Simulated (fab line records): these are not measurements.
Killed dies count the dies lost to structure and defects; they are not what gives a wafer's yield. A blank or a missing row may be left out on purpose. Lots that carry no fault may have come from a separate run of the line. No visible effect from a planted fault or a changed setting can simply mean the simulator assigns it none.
fab line records	flow n5Finfet
record: lots: 4	wafers: 12	lastDay: 17
route steps=1938 shown PMOS_HMC_CHANNEL_EPI@86 FIN_SAQP@90 BEOL_M4@1111 PASSIVATION@1936
lots that met no fault: taken from a fault-free run of the same line
startH: start of the lot's first displayed wafer, in hours after the record's first day	waitH: hours since the lot's step before	" the same as in the row above	L1.1+2: a single row standing in for several wafers	- value missing, or start not given	* or withheld: withheld	< > ~ a bound
route shown NAME@n: a module of which the file shows steps, and the number in the route of the first	usual: mean/standard deviation of fault-free wafers	same: alike in all rows	chamber/n: place in a boat	sites: each site's reading	_std_site: the standard deviation of these	_edge_site: outer sites' mean less inner sites'	radiusMm: for every site, how far away it sits from the centre of the wafer	mask NAME#n: copy n	behind: the tool/chamber that last shaped the wafer	hold: reason for holding the lot/hours on hold/outcome of the hold	device: the n, p or np transistor that did not switch	end of line: the same wafers' tests at the end of the route	step lacking rows: just its recipe	killed: dies lost to structure and defects at the first sort, not the wafer's yield	map: dies across one wafer; x = killed, . = not, _ = none there
set.NAME: the setting as run; set.NAME@STEP: as run at that earlier step	model.NAME: the simulator's own value behind a step, which no gauge read
lots at selected steps of the route; one table per step, one row per wafer
services: the hour from which a tool's chamber was out of use, counted from the record's first day as startH (under 0 if before that day), plus the number of hours and why
== steps ==
step: N5_PMOS_HMC_CHANNEL_EPI_SRD_25
recipe: dry: ipaMarangoni	doPpb: 5	timeS: 30	tempC: 23	rinseLiquid: diw
step: N5_PMOS_HMC_CHANNEL_EPI_EPI_26
recipe: material: Si	targetThkA: 38	tempC: 650	precursor: SiH4/H2	pressureTorr: 20	timeS: 22.7
step: N5_FIN_SAQP_PRECLEAN_42
recipe: chemistry: O3/DIW	timeS: 60	tempC: 22	o3Ppm: 10
step: N5_FIN_SAQP_PRECLEAN_00
recipe: chemistry: SC1	timeS: 60	tempC: 55	mix: 1:2:50
step: N5_FIN_SAQP_PRECLEAN_44
recipe: chemistry: SC2	timeS: 45	tempC: 35	mix: 1:1:50
step: N5_FIN_SAQP_SRD_01
recipe: dry: ipaMarangoni	timeS: 30	tempC: 23	rinseLiquid: diw
step: N5_FIN_SAQP_ALD_61
recipe: material: SiO2	targetThkA: 40	tempC: 300	aldPrecursorFamily: BDEAS	aldCoReactant: O2-plasma	pulseTimeS: 1	purgeTimeS: 2	coReactantPurgeTimeS: 2	aldCycles: 43	pressureTorr: 2
step: N5_FIN_SAQP_DENSIFY_62
recipe: tempC: 700	timeS: 60	ambient: N2	idleTempC: 600	rampUpCPerS: 150	rampDownCPerS: 60	coolToC: 600
step: N5_FIN_SAQP_HM_DEP_03
recipe: material: SiNx	targetThkA: 380	tempC: 400	precursor: SiH4/NH3/N2	pressureTorr: 1.5	rfW: 300	timeS: 33.6
step: N5_FIN_SAQP_PECVD_47
recipe: material: a-Si	targetThkA: 450	tempC: 400	precursor: SiH4/He	pressureTorr: 3	rfW: 100	timeS: 36.3
usual: heaterPowerOuterW: 522/51	heaterPowerW: 841/76	runLengthS: 72.6/0.57	showerheadPlenumPTorr: 5.65/0.055	showerheadVppV: 627/28	susceptorTempC: 400.04/0.25	throttleValvePct: 18.6/1.1
lot.wafer	tool	chamber	startH	waitH	heaterPowerOuterW	heaterPowerW	runLengthS	showerheadPlenumPTorr	showerheadVppV	susceptorTempC	throttleValvePct	model.a-Si_of_FIN_SAQP_PECVD_47.thkNm
L636.3	pecvd-03	0	101.38	0.0	535	874	71.7	5.59	594	399.87	20.1	44.61
L636.5	"	2	"	"	550	820	73.1	5.75	632	399.83	17.1	44.91
L636.6	"	1	"	"	492	795	72.8	5.61	605	399.87	18.3	45.55
L644.3	pecvd-03	2	147.65	0.0	551	826	73.0	5.76	636	399.64	17.5	44.91
L644.4	"	2	"	"	534	833	72.7	5.75	627	399.80	17.2	44.99
L644.6	"	0	"	"	517	887	63.8	5.62	589	-	20.2	34.18
L645.1	pecvd-03	1	153.20	0.0	434	703	72.9	5.60	610	400.49	18.4	44.26
L645.3	"	0	"	"	533	871	71.7	5.60	581	399.81	20.2	44.37
L645.5	"	2	"	"	509	790	65.2	5.74	625	-	17.3	34.24
L646.1	pecvd-02	0	159.28	0.0	566	983	72.4	5.69	669	399.67	17.0	45.93
L646.2	"	2	"	"	444	765	71.5	5.61	666	400.20	19.7	44.35
L646.4	"	1	"	"	480	741	72.5	5.70	615	399.91	19.1	46.3
step: N5_FIN_SAQP_PECVD_48
recipe: material: SiNx	targetThkA: 250	tempC: 400	precursor: SiH4/NH3/N2	pressureTorr: 1.5	rfW: 300	timeS: 22.1
step: N5_FIN_SAQP_PECVD_06
recipe: material: a-Si	targetThkA: 600	tempC: 400	precursor: SiH4/He	pressureTorr: 3	rfW: 100	timeS: 48.1
step: N5_FIN_SAQP_HM_DEP_72
recipe: material: SiO2	targetThkA: 120	tempC: 400	precursor: SiH4/N2O	pressureTorr: 0.75	rfW: 275	timeS: 7.2
step: N5_FIN_SAQP_COAT_49
recipe: resist: SOC	tempC: 250	timeS: 60	spinRpm: 1500	resistThkNm: 100
step: N5_FIN_SAQP_COAT_50
recipe: resist: SiARC	tempC: 220	timeS: 60	spinRpm: 1500	resistThkNm: 35
step: N5_FIN_SAQP_COAT_10
recipe: resist: CAR-ArF	spinRpm: 1500	resistThkNm: 90
step: N5_FIN_SAQP_EBR_12
recipe: solvent: PGMEA	ebrWidthMm: 1.5
step: N5_FIN_SAQP_SOFTBAKE_11
recipe: tempC: 110	timeS: 60	resist: CAR-ArF
step: N5_FIN_SAQP_EXPOSE_13
recipe: maskId: FIN_CORE	na: 1.35	sourceShape: dipole	sigmaInner: 0.538	sigmaOuter: 0.738	polarization: te	targetCdNm: 35.6	doseMj: 63.25
step: N5_FIN_SAQP_PEB_14
recipe: pebTempC: withheld	pebTimeS: 60	resist: CAR-ArF
step: N5_FIN_SAQP_DEVELOP_15
recipe: developTimeS: 30	developer: TMAH	resist: CAR-ArF	devTempC: 23	rinseLiquid: diw	dry: airSpin
step: N5_FIN_SAQP_DESCUM_21
recipe: chemistry: O2	timeS: 7.9	sourcePowerW: 50	biasPowerW: 20	pressureMtorr: 20	rfFrequencyHz: 2.712e+07	tempC: 40	resist: CAR-ArF	o2FlowSccm: 225
step: N5_FIN_SAQP_ETCH_51
recipe: chemistry: CF4	target: SiARC	targetDepthA: 455	maskMaterial: CAR-ArF	timeS: 75.8	ionEnergyEv: 80	pressureMtorr: 40	sourceW: 545	biasW: 36	Ar_flow_sccm: 100	cf4FlowSccm: 100	ends: cleared
step: N5_FIN_SAQP_ETCH_52
recipe: chemistry: N2/H2	target: SOC	targetDepthA: 1000	overetchA: 200	maskMaterial: SiARC	tempC: 40	timeS: 150	ionEnergyEv: 200	pressureMtorr: 30	sourceW: 840	biasW: 150	n2FlowSccm: 200	h2FlowSccm: 200	ends: endPoint
step: N5_FIN_SAQP_STRIP_53
recipe: chemistry: N2/H2	tempC: 40	n2FlowSccm: 200	h2FlowSccm: 200	rfFrequencyHz: 6e+07
step: N5_FIN_SAQP_HM_OPEN_73
recipe: chemistry: CHF3/O2	target: SiO2	stopOn: a-Si	targetDepthA: 120	overEtchFrac: 1.8	maskMaterial: SOC	timeS: 16.8	pressureMtorr: 30	sourceW: 650	biasW: 170	Ar_flow_sccm: 200	CHF3_flow_sccm: 50	O2_flow_sccm: 5	ionEnergyEv: 200	ends: endPoint
step: N5_FIN_SAQP_STRIP_74
recipe: chemistry: CHF3/O2	resist: SiARC	rfFrequencyHz: 6e+07
step: N5_FIN_SAQP_MANDREL_ETCH_22
recipe: targetDepthA: 600	chemistry: HBr/Cl2	target: a-Si	stopOn: SiNx	btTimeS: 10	overEtchFrac: 0.5	timeS: 30	pressureMtorr: 10	icpW: 800	biasW: 75	HBr_flow_sccm: 150	Cl2_flow_sccm: 80	ends: endPoint
step: N5_FIN_SAQP_STRIP_55
recipe: chemistry: N2/H2	powerW: 500	tempC: 40	pressureMtorr: 50	rfFrequencyHz: 6e+07	overashFraction: 0.3	biasPowerW: 28	h2Frac: 0.5	n2FlowSccm: 300	h2FlowSccm: 300
step: N5_FIN_SAQP_STRIP_23
recipe: chemistry: SPM	timeS: 750	tempC: 130	h2so4H2o2VolRatio: 4
step: N5_FIN_SAQP_SRD_66
recipe: dry: ipaMarangoni	timeS: 30	tempC: 23	rinseLiquid: diw
step: N5_FIN_SAQP_RECESS_75
recipe: chemistry: HF/NH3	target: SiO2	targetDepthA: 144	afsCycles: 3	tempC: 30	sublimationTempC: 180	sublimationTimeS: 60
step: N5_FIN_SAQP_SPACER1_ALD_24
recipe: material: SiO2	targetThkA: 203	tempC: 300	aldPrecursorFamily: BDEAS	aldCoReactant: O2-plasma	pulseTimeS: 1	purgeTimeS: 2	coReactantPurgeTimeS: 2	aldCycles: 218	pressureTorr: 2
step: N5_FIN_SAQP_SPACER1_ETCHBACK_25
recipe: chemistry: CHF3/O2	mode: anisotropicEtchback	target: SiO2	targetDepthA: 244	timeS: 12.2	pressureMtorr: 30	sourceW: 650	biasW: 170	Ar_flow_sccm: 200	CHF3_flow_sccm: 50	O2_flow_sccm: 5	ionEnergyEv: 200
step: N5_FIN_SAQP_MANDREL1_REMOVE_56
recipe: chemistry: HBr/Cl2/O2	btTimeS: 10	target: a-Si	stopOn: SiNx	endpoint: OES-SiCl	overEtchFrac: 1	icpW: 600	biasW: 22	HBr_flow_sccm: 150	Cl2_flow_sccm: 80	O2_flow_sccm: 5	pressureMtorr: 10
step: N5_FIN_SAQP_MANDREL_ETCH_58
recipe: chemistry: HBr/Cl2	target: a-Si	targetDepthA: 450	btTimeS: 10	stopOn: SiNx	maskMaterial: SiO2	overEtchFrac: 0.8	timeS: 27	pressureMtorr: 10	icpW: 800	biasW: 75	HBr_flow_sccm: 150	Cl2_flow_sccm: 80	ends: endPoint
usual: drypumpMotorCurrentA: 5.7/0.55	oesProductAu: 0.696/0.012	throttleValvePct: 35.7/0.31
lot.wafer	tool	chamber	startH	waitH	drypumpMotorCurrentA	oesProductAu	rfHoursCounterH	throttleValvePct	model.etch.depthNm
L636.3	rieSi-06	1	104.72	0.0	5.7	0.683	69	35.8	44.61
L636.5	"	1	"	"	5.7	0.682	-	35.8	44.91
L636.6	"	2	"	"	5.2	0.697	-	35.7	45.55
L644.3	rieSi-01	1	150.62	0.0	6.7	0.691	103	35.5	44.91
L644.4	"	0	"	"	5.8	0.693	87	35.5	44.99
L644.6	"	1	"	"	6.7	0.606	-	35.6	34.18
L645.1	rieSi-01	3	156.55	0.0	6.0	0.673	6	35.9	44.26
L645.3	"	0	"	"	5.8	0.691	87	35.6	44.37
L645.5	"	0	"	"	5.8	0.600	-	35.7	34.24
L646.1	rieSi-06	3	162.36	0.0	5.5	0.693	79	35.2	45.93
L646.2	"	2	"	"	5.2	0.699	135	35.7	44.35
L646.4	"	3	"	"	5.5	0.716	-	35.3	46.3
step: N5_BEOL_M4_RC_MEAS_101
usual: DIBL_N: 36.1/2	DIBL_P: 36.3/2.4	IOFF_N: 0.15/0.035	IOFF_P: 0.21/0.039	ION_N: 672/15	ION_P: 463/9.7	SS_N: 71.5/0.7	SS_P: 73.2/0.75	VT_N: 251/3.6	VT_P: -250/3.8
lot.wafer	tool	chamber	startH	waitH	DIBL_N[mV/V]	DIBL_P[mV/V]	IOFF_N[nA/um]	IOFF_P[nA/um]	ION_N[uA/um]	ION_P[uA/um]	SS_N[mV/dec]	SS_P[mV/dec]	VT_N[mV]	VT_P[mV]
L636.3	prober-01	0	252.73	0.3	37.6	38.2	0.20	0.26	683	467	71.0	74.0	246	-246
L636.5	"	0	"	"	35.7	35.8	0.15	0.22	678	473	70.3	73.6	251	-250
L636.6	"	0	"	"	34.6	34.8	0.14	0.20	672	464	69.9	73.4	250	-248
L646.1	prober-02	0	306.59	0.0	37.4	37.0	0.18	0.25	682	466	71.8	73.7	247	-246
L646.2	"	0	"	"	34.5	33.2	0.13	0.19	672	467	70.8	72.8	253	-248
L646.4	"	0	"	"	35.6	34.8	0.14	0.21	681	475	71.1	73.0	249	-248
L644.3	prober-01	0	307.08	0.3	35.9	34.8	0.16	0.19	665	456	71.4	73.5	248	-250
L644.4	"	0	"	"	36.7	36.6	0.17	0.23	673	461	71.5	73.0	247	-249
L644.6	"	0	"	"	39.8	40.9	0.26	0.30	695	473	73.1	75.1	241	-245
L645.1	prober-01	0	310.95	0.0	39.8	40.2	0.20	0.29	699	476	72.3	73.3	248	-243
L645.3	"	0	"	"	38.9	37.7	0.18	0.23	682	461	72.0	73.3	248	-250
L645.5	"	0	"	"	35.8	34.4	0.12	0.18	650	457	71.3	73.0	254	-248
step: N5_PASSIVATION_PROBE_49
usual: defectLimitedYield: 91.1/1.6	killed_at_M0_to_M3: 35/11	killed_at_M4_up: 13/5.4	killedAtContacts: 13/6.5	killedAtFrontEnd: 40/14	killedAtOther: 4/3.1	killedDies: 105/18	killedOnRim: 14/4.1	killedOpen: 69/14	killedShort: 34/7.3	sort_bin_5_function: 5.2/0.96	sort_bin_6_memory: 3.4/0.77	sortNPass: 1075/19	sortYieldPct: 91.1/1.6
same: grossDies: 1180	killedAtBackSide: 0	sort_bin_4_leakage[%]: 0	sort_bin_8_speed[%]: 0
lot.wafer	tool	chamber	startH	waitH	defectLimitedYield[%]	killed_at_M0_to_M3	killed_at_M4_up	killedAtContacts	killedAtFrontEnd	killedAtOther	killedDies	killedOnRim	killedOpen	killedShort	sort_bin_5_function[%]	sort_bin_6_memory[%]	sortNPass	sortYieldPct[%]
L636.3	prober-02	-	367.98	0.1	91.9	39	15	12	27	2	95	11	67	27	4.8	3.1	1085	91.9
L636.5	prober-02	-	368.08	0.2	89.8	46	22	13	35	4	120	18	88	32	5.5	4.2	1060	89.8
L636.6	prober-02	-	368.13	0.3	91.0	49	19	9	24	5	106	22	64	41	4.5	4.2	1074	91.0
L646.1	prober-02	-	413.80	0.0	91.5	30	16	6	42	6	100	8	67	28	4.3	3.5	1080	91.5
L646.2	prober-02	-	413.85	0.1	93.6	14	19	12	31	0	76	8	56	19	4.2	2.2	1104	93.6
L646.4	prober-02	-	413.95	0.2	91.5	31	15	7	47	0	100	15	66	31	5.1	3.1	1080	91.5
killed by level:class
L636.3 BEOL_M1:geometricParticle:open=17 MOL_CONTACT_COAG:geometricParticle:open=8 FIN_SAQP:geometricParticle:open=7 BEOL_M2:geometricParticle:open=6 BEOL_M4:geometricParticle:open=5 BEOL_M5:geometricParticle:open=5 FIN_SAQP:geometricParticle:short=4 BEOL_M2:geometricParticle:short=4
L636.5 BEOL_M1:geometricParticle:open=22 STI_FIN_REVEAL:geometricParticle:open=14 BEOL_M4:geometricParticle:open=10 BEOL_M0_SAQP:geometricParticle:short=8 MOL_CONTACT_COAG:geometricParticle:open=7 BEOL_M2:geometricParticle:open=7 MOL_CONTACT_COAG:geometricParticle:short=6 BEOL_M5:geometricParticle:open=5
L636.6 BEOL_M0_SAQP:geometricParticle:short=15 BEOL_M0_SAQP:geometricParticle:open=11 MOL_CONTACT_COAG:geometricParticle:open=9 BEOL_M2:geometricParticle:open=9 FIN_SAQP:geometricParticle:open=8 BEOL_M1:geometricParticle:open=6 BEOL_M4:geometricParticle:open=5 BEOL_M5:geometricParticle:open=4
L646.1 FIN_SAQP:geometricParticle:open=12 BEOL_M1:geometricParticle:open=9 STI_FIN_REVEAL:geometricParticle:open=8 BEOL_M0:geometricParticle:open=6 BEOL_M5:geometricParticle:open=5 FIN_SAQP:geometricParticle:short=4 DUMMY_GATE:geometricParticle:open=3 GATE_CUT:geometricParticle:short=3
L646.2 MOL_CONTACT_COAG:geometricParticle:open=11 FIN_SAQP:geometricParticle:open=7 DUMMY_GATE:geometricParticle:open=7 BEOL_M5:geometricParticle:open=5 BEOL_M3:geometricParticle:open=4 BEOL_M4:geometricParticle:open=4 STARTING-WAFER:geometricParticle:open=4 BEOL_M0_SAQP:geometricParticle:short=3
L646.4 STI_FIN_REVEAL:geometricParticle:open=12 BEOL_M0_SAQP:geometricParticle:open=10 FIN_SAQP:geometricParticle:open=9 GATE_CUT:geometricParticle:short=8 BEOL_M0_SAQP:geometricParticle:short=8 DUMMY_GATE:geometricParticle:open=6 BEOL_M5:geometricParticle:open=5 BEOL_M4:geometricParticle:short=4
== services ==
tool	chamber	startH	hours	kind
pecvd-03	2	86.69	5.5	scheduledDown
pecvd-02	2	98.91	5.5	scheduledDown
pecvd-02	-	132.37	0.5	repair
rieSi-01	0	151.42	4.4	repair
pecvd-02	-	153.19	2.8	pm
rieSi-06	0	154.82	14.8	repair
== key ==
firstSign: step: N5_FIN_SAQP_PECVD_47	reading: runLengthS	direction: down	sigmas: 14	usual: *	struck: *
effect: step: N5_FIN_SAQP_MANDREL_ETCH_58	reading: oesProductAu	direction: down	sigmas: 7.7	usual: 0.696	struck: 0.603
modelEffect: step: N5_FIN_SAQP_PECVD_47	value: a-Si_of_FIN_SAQP_PECVD_47.thkNm	without: 44.96	struck: 34.21
modelEffect: step: N5_FIN_SAQP_MANDREL_ETCH_58	value: etch.depthNm	without: 44.96	struck: 34.21
metAt N5_FIN_SAQP_PECVD_47
struckWafers L644.6,L645.5
onsetBetween 101.38 147.65
fault: kind: processParameterDrift	tool: pecvd-03	chamber: -	onsetH: 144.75	steps: N5_FIN_SAQP_PECVD_47	channel: timeS	offset: *	shape: step	endH: 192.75	scope: struckWafersOnly	actsIn: *	stated: *
